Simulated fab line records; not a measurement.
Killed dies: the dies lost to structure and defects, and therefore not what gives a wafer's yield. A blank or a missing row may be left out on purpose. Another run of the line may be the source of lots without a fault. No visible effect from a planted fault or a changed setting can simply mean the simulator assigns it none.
Comparing a struck lot with a sound one + flow n5_finfet + 15 out of 1938 route steps
Sound: the wafers L259.1, L259.4, L259.6. Struck: wafer L274.6; the same lot's L274.3 was not struck, so it is left out; see the end for the cause.
For every step that has rows: the tool of each side, followed by ch and its chambers, followed by its first start. Under that, the readings that differ: sound wafers + struck wafers + difference of the means + sigmas: that difference in standard deviations of wafers without a fault.
alike: readings with means less than 2 such deviations apart, plus words and numbers identical on both sides. not compared: withheld readings, readings lacking a value on some wafer, bounds such as >300 that could conceal the same value, and numbers that have no deviation in the record and whose values overlap.
A row with sigmas, a row that says differs or no value, or rows on one side alone: a step with any of these is where the two part. Non-overlapping numbers with no deviation appear without sigmas and do not part them. A reading missing from all wafers of one side parts the sides only when that side holds two or more wafers.

first, 8 steps without rows for these wafers: N5_BEOL_M7_COAT_59 (time 60 s, resist thk 100 nm); N5_BEOL_M7_COAT_60 (time 60 s, resist thk 35 nm); N5_BEOL_M7_COAT_05 (resist thk 90 nm); N5_BEOL_M7_EBR_07; N5_BEOL_M7_SOFTBAKE_06 (time 60 s); N5_BEOL_M7_EXPOSE_08 (exposes mask M7); N5_BEOL_M7_PEB_09 (peb time 60 s); N5_BEOL_M7_DEVELOP_10 (develop time 30 s).
N5_BEOL_M7_CD_MEAS_11: the cd target is 38.5 nm.
  sound on cd_sem-03 ch 0, day 9 16:05; struck on cd_sem-02 ch 0, day 13 01:54
  alike: cd_nm
N5_BEOL_M7_OVL_MEAS_12:
  sound on overlay-01 ch 0, day 9 16:07; struck on overlay-01 ch 0, day 13 01:56
  alike: M7_OVL
N5_BEOL_M7_INSPECT_13: inspects for defects (brightfield).
  sound: defect_inspect-01 at day 9 16:08; struck: defect_inspect-02 at day 13 01:58
  alike: raw_defect_count
N5_BEOL_M7_DESCUM_16: chemistry O2, time 7.9 s.
  sound on rie_diel-03 ch 1,2,3, day 9 16:46; struck on rie_diel-01 ch 1, day 13 02:00
  alike: drypump_motor_current_A, oes_product_au, rf_fwd_power_W, rf_vpp_V, showerhead_plenum_p_Torr, throttle_valve_pct
  not compared: rf_hours_counter_h
N5_BEOL_M7_ETCH_61: etches SiARC in CF4, target depth 45.5 nm, time 75.8 s.
  sound on rie_diel-03 ch 1,2,3, day 9 16:48; struck on rie_diel-01 ch 1, day 13 02:02
| reading               | sound          | struck | difference | sigmas |
|-----------------------|----------------|--------|------------|--------|
| etch_rf_on_time_s (s) | 76.8 76.6 76.6 | 88.7   | +12.0      | +8     |
  alike: drypump_motor_current_A, oes_product_au, rf_fwd_power_W, rf_vpp_V, showerhead_plenum_p_Torr, throttle_valve_pct
  not compared: rf_hours_counter_h
N5_BEOL_M7_ETCH_62: etches SOC in N2/H2, target depth 110 nm, overetch 22 nm, time 165 s.
  sound on rie_diel-03 ch 1,2,3, day 9 16:51; struck on rie_diel-01 ch 1, day 13 02:05
  alike: drypump_motor_current_A, oes_product_au, rf_fwd_power_W, rf_vpp_V, showerhead_plenum_p_Torr, throttle_valve_pct
  not compared: rf_hours_counter_h
-- record jumps: 4 days separate the struck wafers' starts on either side; left off in module BEOL_M7, taken up again in module PASSIVATION, whose first shown step is the route's number 1936 --
N5_PASSIVATION_PROBE_49:
  record: rows for the struck wafers here (prober-01, day 17 00:12), none for the sound ones

WHERE THEY PART
At N5_BEOL_M7_ETCH_61 first; at N5_PASSIVATION_PROBE_49 last (within this record only).

WHY: what the simulator had put in
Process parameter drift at N5_BEOL_M7_ETCH_61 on rie_diel-01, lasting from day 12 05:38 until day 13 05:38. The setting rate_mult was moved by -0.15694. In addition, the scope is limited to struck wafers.
